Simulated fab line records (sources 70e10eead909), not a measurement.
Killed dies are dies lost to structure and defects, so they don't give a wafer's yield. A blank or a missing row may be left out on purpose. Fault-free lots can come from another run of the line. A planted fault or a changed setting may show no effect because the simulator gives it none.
The tool behind it: which one? || flow nand harc || 12 lots, 36 wafers sampled, at 6 steps of a route of 1159

== WHAT THE GAUGES READ, wafer by wafer ==
NHARC_A_M1_CD_MEAS_09 targets a cd of 120 nm.
{"lot": "L737", "measured": "day 18 09:37", "on": "cd sem-03", "cd nm (nm)": "120.5 119.8 119.8"}
{"lot": "L739", "measured": "day 18 09:46", "on": "cd sem-01", "cd nm (nm)": "120.3 120.3 120.1"}
{"lot": "L743", "measured": "day 19 09:16", "on": "cd sem-01", "cd nm (nm)": "120.2 120.4 120.2"}
{"lot": "L742", "measured": "day 19 09:56", "on": "cd sem-02", "cd nm (nm)": "119.0 118.6 119.3"}
{"lot": "L745", "measured": "day 20 01:58", "on": "cd sem-01", "cd nm (nm)": "120.3 120.5 120.8"}
{"lot": "L747", "measured": "day 20 12:29", "on": "cd sem-01", "cd nm (nm)": "119.9 119.4 119.0"}
{"lot": "L749", "measured": "day 21 12:11", "on": "cd sem-03", "cd nm (nm)": "118.0 117.9 118.7"}
{"lot": "L756", "measured": "day 23 00:55", "on": "cd sem-01", "cd nm (nm)": "119.6 119.7 119.9"}
{"lot": "L754", "measured": "day 23 01:37", "on": "cd sem-01", "cd nm (nm)": "117.5 117.3 117.7"}
{"lot": "L758", "measured": "day 23 11:31", "on": "cd sem-01", "cd nm (nm)": "120.1 119.8 120.6"}
{"lot": "L759", "measured": "day 23 12:26", "on": "cd sem-02", "cd nm (nm)": "119.9 119.0 119.8"}
{"lot": "L757", "measured": "day 23 12:28", "on": "cd sem-01", "cd nm (nm)": "120.2 119.6 120.4"}

NHARC_A_M1_OVL_MEAS_10: pitch 240 nm.
{"lot": "L737", "measured": "day 18 09:42", "on": "overlay-02", "overlay x nm (nm)": "1.3 0.8 1.0", "overlay y nm (nm)": "-1.1 -0.7 -0.8"}
{"lot": "L739", "measured": "day 18 09:52", "on": "overlay-02", "overlay x nm (nm)": "-0.3 -0.6 -1.4", "overlay y nm (nm)": "-0.1 -0.1 -0.8"}
{"lot": "L743", "measured": "day 19 09:22", "on": "overlay-02", "overlay x nm (nm)": "-0.3 -0.5 -0.1", "overlay y nm (nm)": "1.5 1.2 1.8"}
{"lot": "L742", "measured": "day 19 10:02", "on": "overlay-02", "overlay x nm (nm)": "0.5 0.4 0.2", "overlay y nm (nm)": "0.3 -0.4 0.2"}
{"lot": "L745", "measured": "day 20 02:04", "on": "overlay-01", "overlay x nm (nm)": "-0.9 -0.6 -0.7", "overlay y nm (nm)": "1.1 1.0 1.7"}
{"lot": "L747", "measured": "day 20 12:35", "on": "overlay-02", "overlay x nm (nm)": "-1.0 -1.0 -1.3", "overlay y nm (nm)": "0.5 0.4 0.8"}
{"lot": "L749", "measured": "day 21 12:16", "on": "overlay-01", "overlay x nm (nm)": "-0.1 -0.5 -0.2", "overlay y nm (nm)": "-0.1 0.2 -0.6"}
{"lot": "L756", "measured": "day 23 01:01", "on": "overlay-02", "overlay x nm (nm)": "-0.3 -0.6 -0.3", "overlay y nm (nm)": "0.2 -0.2 0.0"}
{"lot": "L754", "measured": "day 23 01:43", "on": "overlay-02", "overlay x nm (nm)": "-0.4 -0.2 0.1", "overlay y nm (nm)": "1.0 0.7 0.8"}
{"lot": "L758", "measured": "day 23 11:37", "on": "overlay-02", "overlay x nm (nm)": "0.4 0.7 0.4", "overlay y nm (nm)": "0.6 1.0 0.7"}
{"lot": "L759", "measured": "day 23 12:32", "on": "overlay-01", "overlay x nm (nm)": "1.0 0.7 0.5", "overlay y nm (nm)": "-0.5 -0.6 -0.4"}
{"lot": "L757", "measured": "day 23 12:34", "on": "overlay-02", "overlay x nm (nm)": "-0.2 -0.6 -1.0", "overlay y nm (nm)": "0.1 -0.3 0.3"}

NHARC_END_SORT_01.
{"lot": "L742", "measured": "day 21 01:08", "on": "prober-02", "defect limited yield (%)": 94.1, "killed at array": 35, "killed at other": 0, "killed at periphery": 5, "killed dies": 40, "killed open": 5, "killed short": 2, "sort_bin_2_pct (%)": 1.6, "sort_bin_3_pct (%)": 0, "sort_bin_4_pct (%)": 4.3, "sort n pass": 637, "sort rim yield pct (%)": 98.1, "sort yield pct (%)": 94.1}
{"lot": "L749", "measured": "day 23 02:55", "on": "prober-02", "defect limited yield (%)": "93.9 94.2 93.4", "killed at array": "38 35 44", "killed at other": "0 1 0", "killed at periphery": "3 3 1", "killed dies": "41 39 45", "killed open": "2 3 3", "killed short": "3 1 4", "sort_bin_2_pct (%)": "1.9 2.7 1.8", "sort_bin_3_pct (%)": "0.30 0.30 0.59", "sort_bin_4_pct (%)": "3.8 2.8 4.3", "sort n pass": "636 638 632", "sort rim yield pct (%)": "92.5 91.5 94.3", "sort yield pct (%)": "93.9 94.2 93.4"}

== TOOL THAT RAN EACH LOT (tool first, then ch and the chambers of the sampled wafers, then the start) ==
{"lot": "L737", "NHARC_A_M0_ETCH_15": "rie diel-06 ch 0,2,3, day 18 05:08 or earlier", "NHARC_A_M0_ANNEAL_30": "rtp anneal-02 ch 0, day 18 05:08", "NHARC_A_M1_SOFTBAKE_04": "litho track-04 ch 0, day 18 09:00"}
{"lot": "L739", "NHARC_A_M0_ETCH_15": "rie diel-06 ch 0,1,2, day 18 07:07 or earlier", "NHARC_A_M0_ANNEAL_30": "rtp anneal-02 ch 0, day 18 07:07", "NHARC_A_M1_SOFTBAKE_04": "litho track-06 ch 0, day 18 09:00"}
{"lot": "L743", "NHARC_A_M0_ETCH_15": "rie diel-06 ch 0,1, day 19 06:49 or earlier", "NHARC_A_M0_ANNEAL_30": "rtp anneal-02 ch 0, day 19 06:49", "NHARC_A_M1_SOFTBAKE_04": "litho track-04 ch 0, day 19 08:00"}
{"lot": "L742", "NHARC_A_M0_ETCH_15": "rie diel-06 ch 0,2,3, day 19 07:16 or earlier", "NHARC_A_M0_ANNEAL_30": "rtp anneal-01 ch 0, day 19 07:16", "NHARC_A_M1_SOFTBAKE_04": "litho track-01 ch 0, day 19 09:00"}
{"lot": "L745", "NHARC_A_M0_ETCH_15": "rie diel-07 ch 2,3, day 19 23:20 or earlier", "NHARC_A_M0_ANNEAL_30": "rtp anneal-02 ch 0, day 19 23:20", "NHARC_A_M1_SOFTBAKE_04": "litho track-01 ch 0, day 20 01:00"}
{"lot": "L747", "NHARC_A_M0_ETCH_15": "rie diel-13 ch 0,2,3, day 20 10:26 or earlier", "NHARC_A_M0_ANNEAL_30": "rtp anneal-01 ch 0, day 20 10:26", "NHARC_A_M1_SOFTBAKE_04": "litho track-04 ch 0, day 20 12:00"}
{"lot": "L749", "NHARC_A_M0_ETCH_15": "rie diel-13 ch 0,1,3, day 21 10:10 or earlier", "NHARC_A_M0_ANNEAL_30": "rtp anneal-02 ch 0, day 21 10:10", "NHARC_A_M1_SOFTBAKE_04": "litho track-01 ch 0, day 21 11:00"}
{"lot": "L756", "NHARC_A_M0_ETCH_15": "rie diel-13 ch 0,3, day 22 21:47 or earlier", "NHARC_A_M0_ANNEAL_30": "rtp anneal-02 ch 0, day 22 21:47", "NHARC_A_M1_SOFTBAKE_04": "litho track-04 ch 0, day 23 00:00"}
{"lot": "L754", "NHARC_A_M0_ETCH_15": "rie diel-07 ch 0,1,3, day 22 22:21 or earlier", "NHARC_A_M0_ANNEAL_30": "rtp anneal-02 ch 0, day 22 22:21", "NHARC_A_M1_SOFTBAKE_04": "litho track-01 ch 0, day 23 01:00"}
{"lot": "L758", "NHARC_A_M0_ETCH_15": "rie diel-07 ch 1,2,3, day 23 09:21 or earlier", "NHARC_A_M0_ANNEAL_30": "rtp anneal-01 ch 0, day 23 09:21", "NHARC_A_M1_SOFTBAKE_04": "litho track-04 ch 0, day 23 11:00"}
{"lot": "L759", "NHARC_A_M0_ETCH_15": "rie diel-07 ch 0,1,2, day 23 09:56 or earlier", "NHARC_A_M0_ANNEAL_30": "rtp anneal-01 ch 0, day 23 09:56", "NHARC_A_M1_SOFTBAKE_04": "litho track-04 ch 0, day 23 11:00"}
{"lot": "L757", "NHARC_A_M0_ETCH_15": "rie diel-13 ch 1,3, day 23 10:13 or earlier", "NHARC_A_M0_ANNEAL_30": "rtp anneal-02 ch 0, day 23 10:13", "NHARC_A_M1_SOFTBAKE_04": "litho track-06 ch 0, day 23 12:00"}
- NHARC_A_M0_ETCH_15: etches the open film in C4F8/Ar, target depth 150 nm, overetch 15 nm, time 82.5 s.
- NHARC_A_M0_ANNEAL_30: time 90 s.
- NHARC_A_M1_SOFTBAKE_04: time 55 s.

== WHAT THE TOOLS THEMSELVES READ (means of the sampled wafers that have a number; where no wafer has one, the mark that the record gives instead) ==
NHARC_A_M0_ETCH_15.
{"lot": "L737", "tool": "rie diel-06", "oes product au (a.u.)": 0.941, "rf vpp V (V)": 439.9}
{"lot": "L739", "tool": "rie diel-06", "oes product au (a.u.)": 0.921, "rf vpp V (V)": 440.4}
{"lot": "L743", "tool": "rie diel-06", "oes product au (a.u.)": 0.967, "rf vpp V (V)": 439.4}
{"lot": "L742", "tool": "rie diel-06", "oes product au (a.u.)": 0.969, "rf vpp V (V)": 440.0}
{"lot": "L745", "tool": "rie diel-07", "oes product au (a.u.)": 0.952, "rf vpp V (V)": 441.9}
{"lot": "L747", "tool": "rie diel-13", "oes product au (a.u.)": 0.964, "rf vpp V (V)": 439.9}
{"lot": "L749", "tool": "rie diel-13", "oes product au (a.u.)": 0.945, "rf vpp V (V)": 442.0}
{"lot": "L756", "tool": "rie diel-13", "oes product au (a.u.)": 0.972, "rf vpp V (V)": 442.2}
{"lot": "L754", "tool": "rie diel-07", "oes product au (a.u.)": 0.938, "rf vpp V (V)": 442.0}
{"lot": "L758", "tool": "rie diel-07", "oes product au (a.u.)": 0.971, "rf vpp V (V)": 442.9}
{"lot": "L759", "tool": "rie diel-07", "oes product au (a.u.)": 0.934, "rf vpp V (V)": 441.4}
{"lot": "L757", "tool": "rie diel-13", "oes product au (a.u.)": 0.921, "rf vpp V (V)": 442.4}

NHARC_A_M0_ANNEAL_30.
{"lot": "L737", "tool": "rtp anneal-02", "wafer_temp_C_max": 225.92}
{"lot": "L739", "tool": "rtp anneal-02", "wafer_temp_C_max": 225.43}
{"lot": "L743", "tool": "rtp anneal-02", "wafer_temp_C_max": 225.77}
{"lot": "L742", "tool": "rtp anneal-01", "wafer_temp_C_max": 225.99}
{"lot": "L745", "tool": "rtp anneal-02", "wafer_temp_C_max": 225.90}
{"lot": "L747", "tool": "rtp anneal-01", "wafer_temp_C_max": 225.76}
{"lot": "L749", "tool": "rtp anneal-02", "wafer_temp_C_max": 225.65}
{"lot": "L756", "tool": "rtp anneal-02", "wafer_temp_C_max": 225.77}
{"lot": "L754", "tool": "rtp anneal-02", "wafer_temp_C_max": 225.67}
{"lot": "L758", "tool": "rtp anneal-01", "wafer_temp_C_max": 225.79}
{"lot": "L759", "tool": "rtp anneal-01", "wafer_temp_C_max": 225.87}
{"lot": "L757", "tool": "rtp anneal-02", "wafer_temp_C_max": 225.76}

NHARC_A_M1_SOFTBAKE_04.
{"lot": "L737", "tool": "litho track-04", "heater power total W (W)": 188.37}
{"lot": "L739", "tool": "litho track-06", "heater power total W (W)": 188.32}
{"lot": "L743", "tool": "litho track-04", "heater power total W (W)": 188.43}
{"lot": "L742", "tool": "litho track-01", "heater power total W (W)": 188.46}
{"lot": "L745", "tool": "litho track-01", "heater power total W (W)": 188.38}
{"lot": "L747", "tool": "litho track-04", "heater power total W (W)": 188.39}
{"lot": "L749", "tool": "litho track-01", "heater power total W (W)": 222.84}
{"lot": "L756", "tool": "litho track-04", "heater power total W (W)": 188.45}
{"lot": "L754", "tool": "litho track-01", "heater power total W (W)": 222.95}
{"lot": "L758", "tool": "litho track-04", "heater power total W (W)": 188.42}
{"lot": "L759", "tool": "litho track-04", "heater power total W (W)": 188.43}
{"lot": "L757", "tool": "litho track-06", "heater power total W (W)": 188.55}

== THE ANSWER, worked out from the rows above alone ==
Rule: what is usual is taken from the lots themselves. Put in order of their means at a reading, lots are off if they are a third of the lots or fewer, leave a main group of 4 or more, and stand apart from it by a gap of 3 or more times the standard deviation of the main group's means; of several such gaps the widest counts. Not used: any main group whose means are identical at the precision the tables above print for the reading. A lot without any number at a reading at which 4 lots or more have one is off too. Where the step has rows for the other lots, those lots are counted as sound. First the gauges in route order, then the tools' own readings, where a lot's mean is used as printed above. The first step at which some lot is off is used, and at that step the reading that is off furthest; a lot without a number counts as furthest.
Off: L749, L754, at NHARC_A_M1_SOFTBAKE_04 (heater power total W). The main group has a mean of 188.42 W with a standard deviation of 0.059.
If a tool, at that step or one of the process steps before it, ran each lot that is off and ran no sound lot following the first of them, it fits. Because NHARC_A_M0_ETCH_15 lacks a start for some lots, the hours and order of its lots are taken from NHARC_A_M0_ANNEAL_30. One candidate fits, namely litho track-01 at NHARC_A_M1_SOFTBAKE_04. Its last sound lot is L745 (day 20 01:00), its first lot that is off L749 (day 21 11:00): a fault that began between those two fits.
On the lots that are off, the tool's own readings at NHARC_A_M1_SOFTBAKE_04 differ by more than 5 times the standard deviation of the sound lots' means, which bears it out; heater power total W reads 222.89 W there versus 188.42 W on the sound lots.

== WHAT WAS PUT IN BY THE SIMULATOR ==
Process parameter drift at NHARC_A_M1_SOFTBAKE_04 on litho track-01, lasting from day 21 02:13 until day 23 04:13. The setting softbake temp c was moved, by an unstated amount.
Struck lots among those shown: L749, L754. Same finding as the rule above.
